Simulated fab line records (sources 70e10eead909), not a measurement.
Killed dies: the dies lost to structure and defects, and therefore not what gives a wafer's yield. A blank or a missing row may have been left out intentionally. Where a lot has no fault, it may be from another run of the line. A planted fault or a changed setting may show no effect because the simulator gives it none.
What tool caused it? / flow nandHarc / 6 lots with 18 wafers sampled at 5 steps, on a route of 1159 steps

WHAT THE GAUGES READ, wafer by wafer
NHARC_END_SORT_01.
lot=L193; measured=day 24 02:54; on=prober-01; killedAtOther=0 0 0

WHICH TOOL RAN EACH LOT (tool, then ch and the chambers of the sampled wafers, then the start)
lot=L177; NHARC_HYBRID_BOND_ACTIVATE_00=rieDiel-13 ch 1,2,3, day 18 10:29; NHARC_THIN_TSV_ETCH_15=rieSi-05 ch 1,2, day 19 04:44; NHARC_THIN_TSV_DEP_47=pecvd-03 ch 0,2, day 19 05:52; NHARC_THIN_TSV_DEGAS_49=pvdSputter-02, day 19 06:49
lot=L179; NHARC_HYBRID_BOND_ACTIVATE_00=rieDiel-13 ch 0,1, day 18 17:06; NHARC_THIN_TSV_ETCH_15=rieSi-01 ch 1,2,3, day 19 08:04; NHARC_THIN_TSV_DEP_47=pecvd-01 ch 0,1,2, day 19 09:08; NHARC_THIN_TSV_DEGAS_49=pvdSputter-03, day 19 10:11
lot=L191; NHARC_HYBRID_BOND_ACTIVATE_00=rieDiel-11 ch 2,3, day 22 08:49; NHARC_THIN_TSV_ETCH_15=rieSi-01 ch 0,1,3, day 22 22:04; NHARC_THIN_TSV_DEP_47=pecvd-01 ch 1,2, day 22 23:10; NHARC_THIN_TSV_DEGAS_49=pvdSputter-01, day 23 00:29
lot=L193; NHARC_HYBRID_BOND_ACTIVATE_00=rieDiel-09 ch 0,1, day 22 17:23; NHARC_THIN_TSV_ETCH_15=rieSi-05 ch 0,2, day 23 05:13; NHARC_THIN_TSV_DEP_47=pecvd-03 ch 1,2, day 23 06:27; NHARC_THIN_TSV_DEGAS_49=pvdSputter-02, day 23 07:45
lot=L192; NHARC_HYBRID_BOND_ACTIVATE_00=rieDiel-13 ch 0,1,2, day 23 11:56; NHARC_THIN_TSV_ETCH_15=rieSi-05 ch 0,2,3, day 24 02:35; NHARC_THIN_TSV_DEP_47=pecvd-03 ch 0,1, day 24 03:35; NHARC_THIN_TSV_DEGAS_49=pvdSputter-03, day 24 04:47
lot=L196; NHARC_HYBRID_BOND_ACTIVATE_00=rieDiel-13 ch 0,1,2, day 23 18:13; NHARC_THIN_TSV_ETCH_15=rieSi-05 ch 0,1,2, day 24 07:24; NHARC_THIN_TSV_DEP_47=pecvd-03 ch 0,1,2, day 24 08:28; NHARC_THIN_TSV_DEGAS_49=pvdSputter-02, day 24 09:26
- NHARC_HYBRID_BOND_ACTIVATE_00: chemistry N2, time 60 s.
- NHARC_THIN_TSV_ETCH_15: target depth 3000 nm, bosch target overetch cycles 2, bosch etch step 2.8 s.
- NHARC_THIN_TSV_DEP_47: deposits SiO2, target thk 200 nm.
- NHARC_THIN_TSV_DEGAS_49: time 120 s.

THE ANSWER, worked out from the rows above alone
Rule: usual is defined by the lots themselves. Put in order of their means at a reading, lots are off if they are a third of the lots or fewer, leave a main group of 4 or more, and stand apart from it by a gap of 3 or more times the standard deviation of the main group's means; of several such gaps the widest counts. A main group is skipped when, at the precision printed for the reading in the tables above, its means are all equal. Also off: a lot with no number at a reading for which 4 or more lots have one. Where the step has rows for the other lots, those lots are counted as sound.
Nothing can be told from this: no lot is off at any reading shown.

WHAT THE SIMULATOR HAD PUT IN
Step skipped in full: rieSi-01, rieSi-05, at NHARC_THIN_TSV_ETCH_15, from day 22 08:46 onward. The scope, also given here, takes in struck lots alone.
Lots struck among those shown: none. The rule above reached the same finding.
